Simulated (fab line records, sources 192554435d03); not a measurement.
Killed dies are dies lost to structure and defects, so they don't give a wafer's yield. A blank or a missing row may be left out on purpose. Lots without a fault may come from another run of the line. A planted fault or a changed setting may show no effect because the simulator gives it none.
Problem report in the 8D (eight disciplines) form, filled by code | flow n5_finfet | the parts of the form that need people (team, actions taken, sign-off) are left out

1. THE PROBLEM
NWFM_OVL at N5_HKMG_FIN_OVL_MEAS_13 reads a mean of 18.3 nm on 3 wafers of 1 lot; wafers without a fault read 0.1 nm with a standard deviation of 0.96. That is +19 standard deviations from the usual mean.
First seen on wafer L623.1, day 9 04:16, on overlay-02. The record holds 27 wafers of 9 lots with a number at this step. Rule for "out", or "out of limits": more than 4 standard deviations from the usual mean. The other wafers with a number count as sound.

2. WHAT IT IS AND WHAT IT IS NOT
question                    | is                     | is not
which readings at this step | NWFM_OVL               | -
which lots                  | L623                   | L605, L612, L614, L616, L617, L624, L625, L626
which wafers of those lots  | all that have a number | -
read on which gauges        | overlay-02             | overlay-01
when                        | from day 9 04:16       | up to then (15 sound wafers); but 9 sound wafers of L624, L625, L626 came after

3. SUSPECTS, AND WHAT RULES EACH OUT
Counting: a tool at a process step up to the reading stays a suspect if it ran every lot that is out and no sound lot after the first of them.
- the gauge at N5_HKMG_FIN_OVL_MEAS_13: kept. All the wafers that are out were read on overlay-02, and no step on other tools shows them out.
- arfi_scanner-02 at N5_HKMG_FIN_EXPOSE_09 (exposes mask NWFM): kept. It ran the lot that is out, L623 (day 9 04:07), and no sound lot after that; its last sound lot up to then is L616 (day 7 08:10).
Left after counting: arfi_scanner-02 at N5_HKMG_FIN_EXPOSE_09, overlay-02 at N5_HKMG_FIN_OVL_MEAS_13.

4. THE CAUSE (what the simulator had put in)
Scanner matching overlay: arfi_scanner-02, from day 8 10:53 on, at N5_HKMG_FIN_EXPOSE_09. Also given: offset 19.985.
Counting left 2 suspects, and this tool is among them.

5. THE CHAIN OF EFFECTS, in route order
Each row: a reading whose mean over the struck wafers that have a number lies more than 3 standard deviations from the usual. Only readings for which the record gives a usual standard deviation are gone through. hours: the time from each lot's start at the first step in this table that gives one to its start at this step, as a median over the lots. sigmas: the change in usual standard deviations.
hours | step                    | reading  | usual  | on struck wafers | change | sigmas
0     | N5_HKMG_FIN_OVL_MEAS_13 | NWFM_OVL | 0.1 nm | 18.3             | +18.2  | +19
Later measuring or inspecting steps at which every struck wafer that the step has a row for has a number for every such reading, and none has moved that far: N5_BEOL_M4_RC_MEAS_101.

6. WHAT WOULD HAVE CAUGHT IT SOONER
In this record the first reading out of limits at a measuring or inspecting step was taken at day 9 04:16, 17 hours after the fault began at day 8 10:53.
Of the tool readings at N5_HKMG_FIN_EXPOSE_09 for which the record gives a usual standard deviation, none was out on any struck wafer, so an alarm limit of 4 standard deviations on them would not have fired.
All the lots that are out (1) had begun N5_HKMG_FIN_EXPOSE_09 on arfi_scanner-02 by day 9 04:16. A hold on the tool at that time would have spared none of them.
